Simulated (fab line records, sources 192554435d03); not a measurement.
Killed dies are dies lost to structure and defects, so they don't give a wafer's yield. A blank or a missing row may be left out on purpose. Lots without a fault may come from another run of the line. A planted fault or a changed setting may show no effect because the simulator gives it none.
A struck lot beside a sound one | flow n5_finfet | 15 steps out of a route of 1938
Sound: wafers L803.1, L803.3, L803.5. Struck: wafer L794.3. (L794.1 of the same lot was not struck and is left out.) The cause comes at the end.
At each step with rows: each side's tool, then ch and its chambers, then its first start. Under that, the readings that differ: sound wafers | struck wafers | difference of the means | sigmas: that difference in standard deviations of wafers without a fault.
alike: readings whose means differ by less than 2 such deviations, and words and numbers that are the same on both sides. not compared: withheld readings, readings that some wafer has no value for, bounds like >300 that may hide the same value, and numbers for which the record gives no deviation and whose values overlap.
The two part at a step that has a row with sigmas, a row that says differs or no value, or rows on one side only. Numbers that don't overlap but have no deviation are shown without sigmas and don't part them. A reading that every wafer of one side lacks parts them only if that side has two wafers or more.

first, 6 steps without rows for these wafers: N5_BEOL_M6_COAT_22 (resist thk 30 nm); N5_BEOL_M6_EBR_24; N5_BEOL_M6_SOFTBAKE_23 (time 60 s); N5_BEOL_M6_EXPOSE_25 (exposes mask V5, target cd 40 nm); N5_BEOL_M6_PEB_26 (peb time 60 s); N5_BEOL_M6_DEVELOP_27 (develop time 30 s).
N5_BEOL_M6_CD_MEAS_28: target cd 40 nm.
  sound on cd_sem-01 ch 0, day 13 06:34; struck on cd_sem-03 ch 0, day 10 16:31
  alike: cd_nm
N5_BEOL_M6_OVL_MEAS_29:
  sound on overlay-01 ch 0, day 13 06:35; struck on overlay-01 ch 0, day 10 16:33
  alike: V5_OVL
N5_BEOL_M6_INSPECT_30: inspects for defects (brightfield).
  sound on defect_inspect-02, day 13 06:39; struck on defect_inspect-02, day 10 16:37
  alike: raw_defect_count
N5_BEOL_M6_DESCUM_33: chemistry O2, time 7 s.
  sound on rie_diel-06 ch 0,1,2, day 13 06:41; struck on rie_diel-06 ch 1, day 10 16:38
  alike: chamber_pressure_mTorr, drypump_motor_current_A, oes_product_au, rf_vpp_V, showerhead_plenum_p_Torr, throttle_valve_pct
  not compared: rf_hours_counter_h
N5_BEOL_M6_ETCH_72: etches underlayer in N2/H2, target depth 6.5 nm, time 5.2 s.
  sound on rie_diel-06 ch 0,1,2, day 13 06:43; struck on rie_diel-06 ch 1, day 10 16:41
  reading                        | sound             | struck | difference | sigmas
  chamber_pressure_mTorr (mTorr) | 29.96 29.98 29.97 | 30.08  | +0.11      | +3
  alike: drypump_motor_current_A, etch_rf_on_time_s, oes_product_au, rf_vpp_V, showerhead_plenum_p_Torr, throttle_valve_pct
  not compared: rf_hours_counter_h
N5_BEOL_M6_ETCH_65: etches SiARC in CF4, target depth 15.6 nm, time 26 s.
  sound on rie_diel-06 ch 0,1,2, day 13 06:44; struck on rie_diel-06 ch 1, day 10 16:41
  alike: chamber_pressure_mTorr, drypump_motor_current_A, etch_rf_on_time_s, oes_product_au, rf_vpp_V, showerhead_plenum_p_Torr, throttle_valve_pct
  not compared: rf_hours_counter_h
N5_BEOL_M6_ETCH_66: etches SOC in N2/H2, target depth 80 nm, overetch 16 nm, time 120 s.
  sound on rie_diel-06 ch 0,1,2, day 13 06:46; struck on rie_diel-06 ch 1, day 10 16:43
  reading                                    | sound       | struck | difference | sigmas
  model.SiARC_of_BEOL_M6_COAT_64.thk_nm (nm) | 6.6 6.8 6.4 | 7.2    | +0.6       |
  alike: chamber_pressure_mTorr, drypump_motor_current_A, oes_product_au, rf_vpp_V, showerhead_plenum_p_Torr, throttle_valve_pct
  not compared: rf_hours_counter_h
then, 1 step without rows for these wafers: N5_BEOL_M6_STRIP_69 (strips in N2/H2).
-- the record jumps here: 3 days lie between the struck wafers' starts before and after (it left off in module BEOL_M6 and takes up again in module PASSIVATION, whose first step shown is number 1936 of the route) --
N5_PASSIVATION_PROBE_49:
  the record has rows for the struck wafers here (prober-02, day 14 04:13) and none for the sound ones

WHERE THEY PART
First at N5_BEOL_M6_ETCH_72; last, within this record, at N5_PASSIVATION_PROBE_49.

WHY: what the simulator had put in
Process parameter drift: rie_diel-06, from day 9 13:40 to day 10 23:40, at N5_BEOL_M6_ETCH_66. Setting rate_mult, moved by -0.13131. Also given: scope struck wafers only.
